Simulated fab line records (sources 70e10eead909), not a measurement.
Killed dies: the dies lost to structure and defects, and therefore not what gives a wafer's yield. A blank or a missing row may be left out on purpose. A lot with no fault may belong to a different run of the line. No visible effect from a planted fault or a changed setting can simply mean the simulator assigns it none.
fab line records -- flow nandHarc -- part 2 of 2: steps 20 to 26 of 26
record: lots: 5, wafers: 15, lastDay: 23
route steps=1159 shown A_STAIRCASE@602
lots that met no fault: taken from a fault-free run of the same line
startH: hours from the record's first day to the start of the lot's first wafer shown -- waitH: how many hours have passed since the lot's step before this one -- " the same as in the row above -- L1.1+2: a single row standing in for several wafers -- - no value, or no start given -- * or withheld: withheld -- < > ~ a bound
route shown NAME@n: names a module that has steps shown in the file, with the first one's number in the route -- usual: mean/standard deviation taken from wafers without a fault -- same: alike in all rows -- chamber/n: place in a boat -- sites: each site's reading -- _std_site: the values' standard deviation -- _edge_site: outer sites' mean less inner sites' -- radiusMm: how far each site lies from the wafer's centre -- mask NAME#n: copy n -- behind: tool/chamber where the wafer was last shaped -- hold: why the lot was held/for how many hours/how that ended -- device: whichever transistor did not switch (one of n, p or np) -- end of line: the route-end tests of the same wafers -- where a step has no rows: the recipe by itself -- killed: dies lost to structure and defects at the first sort, not the wafer's yield -- map: a wafer's dies, x killed, . not, _ none there
set.NAME: the setting as run; set.NAME@STEP: as run at that earlier step -- model.NAME: the simulator's own value behind a step, which no gauge read
lots at some steps of the route; a table a step, a row a wafer
services: when a tool's chamber went out of use (startH, in hours from the record's first day, below 0 if earlier), for how many hours, and the reason
== steps ==
step: NHARC_A_STAIRCASE_TRIM_229
recipe: timeS: 211.2, o2FlowSccm: 500, arFlowSccm: 0, biasW: 0, chemistry: O2
usual: drypumpMotorCurrentA: 6.0/0.38, oesProductAu: 1.001/0.0098, rfVppV: 57.6/0.87, showerheadPlenumPTorr: 3.46/0.13, throttleValvePct: 17.036/0.0085
lot.wafer,tool,chamber,startH,waitH,drypumpMotorCurrentA,oesProductAu,rfHoursCounterH,rfVppV,showerheadPlenumPTorr,throttleValvePct
L082.2,rieDiel-12,2,300.49,0.1,6.3,1.001,34,58.1,3.65,17.046
L082.3,rieDiel-12,3,300.49,0.1,6.5,0.999,40,59.4,3.67,17.039
L082.6,rieDiel-12,1,300.49,0.1,5.9,0.980,-,56.7,3.36,17.042
L085.1,rieDiel-03,2,308.11,0.2,5.6,1.010,30,57.7,3.35,17.030
L085.3,rieDiel-03,3,308.11,0.2,5.3,1.013,27,57.0,3.45,17.036
L085.6,rieDiel-03,1,308.11,0.2,6.0,1.001,-,57.1,3.39,17.048
L088.1,rieDiel-08,1,324.96,0.1,5.9,1.003,5,58.5,3.41,17.044
L088.2,rieDiel-08,0,324.96,0.1,6.2,0.998,6,57.7,3.33,17.022
L088.6,rieDiel-08,2,324.96,0.1,6.5,0.986,-,58.8,3.58,17.041
L090.2,rieDiel-12,1,335.03,0.1,5.9,0.988,51,59.0,3.35,17.037
L090.6,rieDiel-12,1,335.03,0.1,5.9,0.994,-,57.1,3.35,17.041
L090.4,rieDiel-12,2,335.03,0.1,6.3,0.992,-,58.8,3.64,17.031
L095.3,rieDiel-12,0,367.76,0.1,5.7,1.015,53,56.8,3.44,17.041
L095.1,rieDiel-12,1,367.76,0.1,5.9,0.997,65,58.0,3.34,17.039
L095.5,rieDiel-12,0,367.76,0.1,5.7,1.010,-,56.7,3.44,17.025
step: NHARC_A_STAIRCASE_ETCH_230
recipe: targetDepthA: 1000, timeS: 40.5, ionEnergyEv: 400, c4f8FlowSccm: 20, o2FlowSccm: 10, arFlowSccm: withheld, rfW: 600, biasW: 1000, chemistry: C4F8/O2
usual: oesProductAu: 0.951/0.014, rfVppV: 894/4.6
lot.wafer,tool,chamber,startH,waitH,oesProductAu,rfHoursCounterH,rfVppV
L082.3,rieDiel-12,3,-,-,0.943,40,902
L082.2,rieDiel-12,1,-,-,0.922,35,890
L082.6,rieDiel-12,0,-,-,0.956,-,893
L085.3,rieDiel-03,2,-,-,0.955,30,889
L085.1,rieDiel-03,0,-,-,0.952,29,888
L085.6,rieDiel-03,2,-,-,0.956,-,889
L088.2,rieDiel-08,2,-,-,0.929,5,897
L088.1,rieDiel-08,0,-,-,0.930,6,888
L088.6,rieDiel-08,2,-,-,0.941,-,898
L090.2,rieDiel-12,1,-,-,0.948,51,889
L090.6,rieDiel-12,2,-,-,0.948,-,901
L090.4,rieDiel-12,3,-,-,0.935,-,899
L095.1,rieDiel-12,1,-,-,0.941,65,887
L095.3,rieDiel-12,2,-,-,0.955,64,900
L095.5,rieDiel-12,3,-,-,0.956,-,900
step: NHARC_A_STAIRCASE_TRIM_231
recipe: timeS: 211.2, o2FlowSccm: 500, arFlowSccm: 0, biasW: 0, chemistry: O2
usual: drypumpMotorCurrentA: 6.0/0.39, oesProductAu: 1.000/0.0097, rfVppV: 57.6/0.85, showerheadPlenumPTorr: 3.46/0.13, throttleValvePct: 17.037/0.0093
lot.wafer,tool,chamber,startH,waitH,drypumpMotorCurrentA,oesProductAu,rfHoursCounterH,rfVppV,showerheadPlenumPTorr,throttleValvePct
L082.3,rieDiel-12,0,-,-,5.6,0.995,38,57.8,3.45,17.045
L082.2,rieDiel-12,3,-,-,6.5,0.992,40,58.9,3.67,17.034
L082.6,rieDiel-12,0,-,-,5.6,1.000,-,57.7,3.45,17.039
L085.3,rieDiel-03,3,-,-,5.3,1.003,28,56.5,3.45,17.031
L085.1,rieDiel-03,0,-,-,6.5,1.009,29,56.5,3.31,17.036
L085.6,rieDiel-03,2,-,-,5.6,1.008,-,57.2,3.35,17.036
L088.1,rieDiel-08,2,-,-,6.5,0.982,5,58.2,3.58,17.026
L088.2,rieDiel-08,3,-,-,5.6,0.989,6,57.8,3.43,17.050
L088.6,rieDiel-08,1,-,-,5.9,1.010,-,56.2,3.41,17.042
L090.2,rieDiel-12,1,-,-,5.9,0.987,51,57.2,3.35,17.026
L090.6,rieDiel-12,1,-,-,5.9,0.994,-,57.3,3.35,17.043
L090.4,rieDiel-12,3,-,-,6.5,0.992,-,58.7,3.66,17.053
L095.1,rieDiel-12,2,-,-,6.3,1.013,64,57.9,3.63,17.039
L095.3,rieDiel-12,0,-,-,5.7,1.012,53,58.7,3.44,17.031
L095.5,rieDiel-12,2,-,-,6.3,1.014,-,57.3,3.63,17.023
step: NHARC_A_STAIRCASE_ETCH_232
recipe: targetDepthA: 1000, timeS: 40.5, ionEnergyEv: 400, c4f8FlowSccm: 20, o2FlowSccm: 10, arFlowSccm: withheld, rfW: 600, biasW: 1000, chemistry: C4F8/O2
usual: oesProductAu: 0.945/0.012, rfVppV: 893/4.4
lot.wafer,tool,chamber,startH,waitH,oesProductAu,rfHoursCounterH,rfVppV
L082.3,rieDiel-12,1,-,-,0.921,35,890
L082.2,rieDiel-12,3,-,-,0.935,40,900
L082.6,rieDiel-12,1,-,-,0.920,-,888
L085.3,rieDiel-03,0,-,-,0.961,29,888
L085.1,rieDiel-03,1,-,-,0.948,31,889
L085.6,rieDiel-03,3,-,-,0.953,-,892
L088.1,rieDiel-08,1,-,-,0.936,5,894
L088.2,rieDiel-08,3,-,-,0.927,6,892
L088.6,rieDiel-08,0,-,-,0.930,-,889
L090.2,rieDiel-12,2,-,-,0.947,51,899
L090.6,rieDiel-12,2,-,-,0.945,-,899
L090.4,rieDiel-12,1,-,-,0.945,-,889
L095.3,rieDiel-12,1,-,-,0.941,65,889
L095.1,rieDiel-12,2,-,-,0.940,64,899
L095.5,rieDiel-12,1,-,-,0.930,-,887
step: NHARC_A_STAIRCASE_TRIM_233
recipe: timeS: 211.2, o2FlowSccm: 500, arFlowSccm: 0, biasW: 0, chemistry: O2
usual: drypumpMotorCurrentA: 6.0/0.41, oesProductAu: 1.001/0.0094, rfVppV: 57.6/0.84, showerheadPlenumPTorr: 3.46/0.12, throttleValvePct: 17.035/0.0083
lot.wafer,tool,chamber,startH,waitH,drypumpMotorCurrentA,oesProductAu,rfHoursCounterH,rfVppV,showerheadPlenumPTorr,throttleValvePct
L082.2,rieDiel-12,0,-,-,5.7,0.993,39,57.4,3.45,17.042
L082.3,rieDiel-12,3,-,-,6.5,0.997,40,58.3,3.67,17.032
L082.6,rieDiel-12,0,-,-,5.6,1.001,-,57.8,3.45,17.046
L085.1,rieDiel-03,3,-,-,5.3,1.012,28,57.3,3.45,17.054
L085.3,rieDiel-03,1,-,-,6.0,0.987,31,57.8,3.39,17.032
L085.6,rieDiel-03,3,-,-,5.3,1.011,-,57.3,3.45,17.036
L088.2,rieDiel-08,3,-,-,5.6,0.991,8,57.3,3.42,17.022
L088.1,rieDiel-08,0,-,-,6.3,0.986,7,56.9,3.33,17.029
L088.6,rieDiel-08,2,-,-,6.5,0.993,-,57.2,3.58,17.035
L090.2,rieDiel-12,2,-,-,6.3,1.003,51,58.5,3.64,17.029
L090.6,rieDiel-12,2,-,-,6.3,1.001,-,57.2,3.64,17.026
L090.4,rieDiel-12,1,-,-,5.9,0.989,-,57.9,3.35,17.041
L095.3,rieDiel-12,0,-,-,5.6,0.999,53,57.8,3.44,17.036
L095.1,rieDiel-12,3,-,-,6.5,0.990,68,56.6,3.65,17.054
L095.5,rieDiel-12,0,-,-,5.6,0.995,-,57.4,3.44,17.026
step: NHARC_A_STAIRCASE_ETCH_234
recipe: targetDepthA: 1000, timeS: 40.5, ionEnergyEv: 400, c4f8FlowSccm: 20, o2FlowSccm: 10, arFlowSccm: withheld, rfW: 600, biasW: 1000, chemistry: C4F8/O2
usual: oesProductAu: 0.946/0.011, rfVppV: 893/4.6
lot.wafer,tool,chamber,startH,waitH,oesProductAu,rfHoursCounterH,rfVppV
L082.2,rieDiel-12,3,-,-,0.939,40,901
L082.3,rieDiel-12,0,-,-,0.935,39,893
L082.6,rieDiel-12,1,-,-,0.926,-,890
L085.3,rieDiel-03,2,-,-,0.960,30,889
L085.1,rieDiel-03,3,-,-,0.957,28,894
L085.6,rieDiel-03,3,-,-,0.947,-,892
L088.2,rieDiel-08,2,-,-,0.943,7,899
L088.1,rieDiel-08,3,-,-,0.948,8,892
L088.6,rieDiel-08,0,-,-,0.959,-,889
L090.2,rieDiel-12,3,-,-,0.937,57,900
L090.6,rieDiel-12,1,-,-,0.929,-,889
L090.4,rieDiel-12,2,-,-,0.952,-,901
L095.3,rieDiel-12,3,-,-,0.950,68,901
L095.1,rieDiel-12,0,-,-,0.941,53,893
L095.5,rieDiel-12,3,-,-,0.945,-,900
step: NHARC_A_STAIRCASE_TRIM_235
recipe: timeS: 211.2, o2FlowSccm: 500, arFlowSccm: 0, biasW: 0, chemistry: O2
usual: drypumpMotorCurrentA: 6.0/0.39, oesProductAu: 1.000/0.0092, rfVppV: 57.6/0.93, showerheadPlenumPTorr: 3.46/0.13, throttleValvePct: 17.035/0.0093
lot.wafer,tool,chamber,startH,waitH,drypumpMotorCurrentA,oesProductAu,rfHoursCounterH,rfVppV,showerheadPlenumPTorr,throttleValvePct
L082.3,rieDiel-12,2,-,-,6.3,0.990,34,57.2,3.65,17.041
L082.2,rieDiel-12,0,-,-,5.7,1.002,39,56.5,3.45,17.042
L082.6,rieDiel-12,2,-,-,6.3,0.993,-,58.9,3.65,17.047
L085.3,rieDiel-03,0,-,-,6.5,1.007,29,58.1,3.31,17.045
L085.1,rieDiel-03,2,-,-,5.6,1.006,30,57.4,3.35,17.031
L085.6,rieDiel-03,1,-,-,6.0,1.001,-,56.9,3.39,17.034
L088.2,rieDiel-08,3,-,-,5.6,0.996,8,58.3,3.42,17.023
L088.1,rieDiel-08,2,-,-,6.5,0.987,7,58.0,3.58,17.023
L088.6,rieDiel-08,3,-,-,5.6,0.993,-,56.6,3.42,17.034
L090.2,rieDiel-12,3,-,-,6.5,0.988,57,58.0,3.66,17.045
L090.6,rieDiel-12,1,-,-,5.9,1.000,-,56.9,3.35,17.050
L090.4,rieDiel-12,3,-,-,6.5,0.993,-,57.3,3.66,17.031
L095.1,rieDiel-12,3,-,-,6.5,1.007,68,59.3,3.65,17.037
L095.3,rieDiel-12,0,-,-,5.6,1.012,54,56.3,3.44,17.042
L095.5,rieDiel-12,2,-,-,6.4,1.021,-,57.5,3.63,17.034
== services ==
tool,chamber,startH,hours,kind
rieDiel-03,0,273.50,-,clean
rieDiel-03,1,273.50,-,clean
rieDiel-03,2,273.50,-,clean
rieDiel-03,3,273.50,-,clean
rieDiel-12,0,284.95,-,clean
rieDiel-12,1,284.95,-,clean
rieDiel-12,2,284.95,-,clean
rieDiel-12,3,284.95,-,clean
rieDiel-08,-,301.95,9.0,pm
rieDiel-12,0,306.04,36.1,repair
rieDiel-12,1,309.48,-,clean
rieDiel-12,2,309.48,-,clean
rieDiel-12,3,309.48,-,clean
rieDiel-12,1,334.01,-,clean
rieDiel-12,2,334.01,-,clean
rieDiel-12,3,334.01,-,clean
wetBench-04,-,339.20,8.0,pm
lithoTrack-02,-,340.00,7.0,pm
wetBench-02,-,356.00,8.0,pm
rieDiel-12,0,358.60,-,clean
rieDiel-12,1,358.60,-,clean
rieDiel-12,2,358.60,-,clean
rieDiel-12,3,358.60,-,clean
lithoTrack-07,-,364.00,7.0,pm
